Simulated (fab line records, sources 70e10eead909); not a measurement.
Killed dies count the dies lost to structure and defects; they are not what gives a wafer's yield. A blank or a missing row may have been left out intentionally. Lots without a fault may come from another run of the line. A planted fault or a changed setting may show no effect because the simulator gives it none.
A struck lot beside a sound one / flow nand-harc / 15 out of 1159 route steps
Sound: the wafers L748.1, L748.2, L748.6. Wafers L737.4, L737.5, L737.6 were the ones struck. At the end, the cause is stated.
For every step that has rows: the tool of each side, followed by ch and its chambers, followed by its first start. Under that, the readings that differ: sound wafers / struck wafers / difference of the means / sigmas: that difference in standard deviations of wafers without a fault.
alike: readings with means less than 2 such deviations apart, plus words and numbers identical on both sides. not compared: withheld readings, readings lacking a value on some wafer, bounds such as >300 that could conceal the same value, and numbers that have no deviation in the record and whose values overlap.
Wherever a step has rows on one side only, a row that says differs or no value, or a row with sigmas, the two part there. Non-overlapping numbers with no deviation appear without sigmas and do not part them. A reading missing from all wafers of one side parts the sides only when that side holds two or more wafers.

first, 7 steps without rows for these wafers: NHARC_P_M0_COAT_33 (time 65 s); NHARC_P_M0_COAT_03 (resist thk 90 nm); NHARC_P_M0_SOFTBAKE_04 (time 55 s); NHARC_P_M0_EBR_05; NHARC_P_M0_EXPOSE_06 (exposes mask P M0, target cd 90 nm); NHARC_P_M0_PEB_07 (peb time 65 s); NHARC_P_M0_DEVELOP_08 (develop time 35 s).
NHARC_P_M0_CD_MEAS_09: target cd 90 nm.
  sound on cd-sem-02 ch 0, day 10 14:51; struck on cd-sem-02 ch 0, day 8 06:08
  alike: cd-nm
NHARC_P_M0_OVL_MEAS_10: pitch 180 nm.
  sound: overlay-01 at day 10 14:56; struck: overlay-02 at day 8 06:13
  alike: overlay-x-nm, overlay-y-nm
NHARC_P_M0_INSPECT_11:
  sound: defect-inspect-02 at day 10 14:59; struck: defect-inspect-01 at day 8 06:15
  alike: raw-defect-count
NHARC_P_M0_DESCUM_14: chemistry O2, time 3 s.
  sound on rie-diel-09 ch 0,2,3, day 10 15:03; struck on rie-diel-09 ch 0,2,3, day 8 06:19
  alike: drypump-motor-current-A, oes-product-au, rf-vpp-V, showerhead-plenum-p-Torr, throttle-valve-pct
  not compared: rf-hours-counter-h
NHARC_P_M0_ETCH_34: etches the open film in N2/H2, target depth 40 nm, overetch 12 nm, time 43.94 s.
  sound on rie-diel-09 ch 0,2,3, day 10 15:08; struck on rie-diel-09 ch 0,1,2, day 8 06:25
  alike: bias-w, chamber-pressure-mTorr, drypump-motor-current-A, h2-flow-sccm, n2-flow-sccm, oes-product-au, rf-fwd-power-W, rf-vpp-V, showerhead-plenum-p-Torr, throttle-valve-pct
  not compared: rf-hours-counter-h
NHARC_P_M0_ETCH_15: etches the open film in C4F8/Ar, target depth 150 nm, overetch 15 nm, time 82.5 s.
  sound on rie-diel-09 ch 2,3, day 10 15:13; struck on rie-diel-09 ch 0,3, day 8 06:29
  no value came back on the struck wafers for any of 5 readings (bias-w (W), chamber-pressure-mTorr (mTorr) and others); on the sound wafers bias-w (W) reads 300.1 301.1 301.5
  not compared: rf-hours-counter-h
NHARC_P_M0_CD_MEAS_16:
  sound: cd-sem-01 at day 10 15:20; struck: cd-sem-01 at day 8 06:37
  alike: cd-nm
-- record jumps: 13 days between struck wafers' starts before vs after; left off in module P_M0, resumes in module END, first step shown is number 1159 of the route --
NHARC_END_SORT_01:
  at this point the record logs the struck wafers (prober-01 ch 0, day 21 16:12) and has no rows for the sound ones

## WHERE THEY PART
First at NHARC_P_M0_ETCH_15; last, within this record, at NHARC_END_SORT_01.

WHY: the cause the simulator had injected
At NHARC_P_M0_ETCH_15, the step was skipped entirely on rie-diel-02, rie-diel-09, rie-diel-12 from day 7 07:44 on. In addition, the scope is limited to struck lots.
